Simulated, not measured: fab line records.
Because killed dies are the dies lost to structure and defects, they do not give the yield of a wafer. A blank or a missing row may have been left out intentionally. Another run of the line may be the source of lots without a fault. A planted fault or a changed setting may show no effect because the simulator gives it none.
2 desks looking at one fault    flow n5Finfet    each desk holds nothing but its own numbers, with what lay behind them at the end

## METROLOGY DESK
What the gauges read, lot by lot, whatever tool the lot ran on: means of the sampled wafers that have a number. Marked OUT: a lot whose mean sits more than 4 standard deviations from the usual mean, which makes it out of limits; the brackets give that distance. 7 of its 10 readings are shown, namely those furthest out on some lot.
Columns: A = DIBL_N at N5_BEOL_M4_RC_MEAS_101, usual 36.6 mV/V; B = DIBL_P at N5_BEOL_M4_RC_MEAS_101, usual 36.3 mV/V; C = IOFF_N at N5_BEOL_M4_RC_MEAS_101, usual 0.17 nA/um; D = IOFF_P at N5_BEOL_M4_RC_MEAS_101, usual 0.22 nA/um; E = ION_N at N5_BEOL_M4_RC_MEAS_101, usual 676 uA/um; F = VT_N at N5_BEOL_M4_RC_MEAS_101, usual 249 mV; G = VT_P at N5_BEOL_M4_RC_MEAS_101, usual -249 mV
lot   first seen here  A     B     C     D     E    F    G
L199  day 8 11:25      36.0  35.0  0.15  0.21  666  252  -252
L201  day 8 15:29      40.4  40.3  0.27  0.29  698  242  -245
L204  day 9 12:21      37.9  37.2  0.17  0.20  687  251  -252
L207  day 10 04:59     37.4  38.7  0.21  0.30  687  248  -241
L211  day 11 03:41     37.8  37.2  0.17  0.22  669  251  -251
L214  day 11 16:27     34.5  34.2  0.14  0.18  663  250  -250
L213  day 11 21:37     37.3  36.6  0.17  0.24  678  250  -246
L219  day 13 03:17     35.9  34.5  0.15  0.19  679  251  -250
L218  day 13 07:01     34.7  33.3  0.14  0.17  665  249  -254
L221  day 13 22:28     37.2  37.3  0.20  0.24  692  246  -246
This desk found nothing out of limits on any of the 10 lots.

## FOR THE TOOL OWNER'S DESK: rieDiel-02
The tool's own readings at N5_SD_EPI_N_ETCHBACK_44 (etches SiNx in CH3F/O2, stops on SiO2, target depth 14.5 nm): means of the sampled wafers that have a number, for each lot that ran on this tool. Marked OUT: a lot whose mean sits more than 4 standard deviations from the usual mean, which makes it out of limits; the brackets give that distance.
Columns: A = drypumpMotorCurrentA at N5_SD_EPI_N_ETCHBACK_44, usual 5.7 A; B = oesProductAu at N5_SD_EPI_N_ETCHBACK_44, usual 0.66 a.u.; C = rfVppV at N5_SD_EPI_N_ETCHBACK_44, usual 300 V; D = showerheadPlenumPTorr at N5_SD_EPI_N_ETCHBACK_44, usual 1.99 Torr; E = throttleValvePct at N5_SD_EPI_N_ETCHBACK_44, usual 16.37 %
lot   first seen here  A    B     C    D     E
L199  day 3 07:23      5.8  0.70  301  1.98  16.34
L201  day 3 20:32      5.7  0.66  291  1.95  16.62
L207  day 5 07:31      6.2  0.67  306  1.97  16.37
L211  day 6 08:07      5.9  0.69  301  2.00  16.36
L213  day 6 20:02      5.6  0.69  298  2.01  16.41
L214  day 7 00:32      5.2  0.70  294  2.02  16.41
This desk found nothing out of limits on any of the 6 lots.

## TAKEN TOGETHER
The metrology desk saw nothing out of limits.
The desk of the tool owner found nothing out of limits.

## WHAT WAS PUT IN BY THE SIMULATOR
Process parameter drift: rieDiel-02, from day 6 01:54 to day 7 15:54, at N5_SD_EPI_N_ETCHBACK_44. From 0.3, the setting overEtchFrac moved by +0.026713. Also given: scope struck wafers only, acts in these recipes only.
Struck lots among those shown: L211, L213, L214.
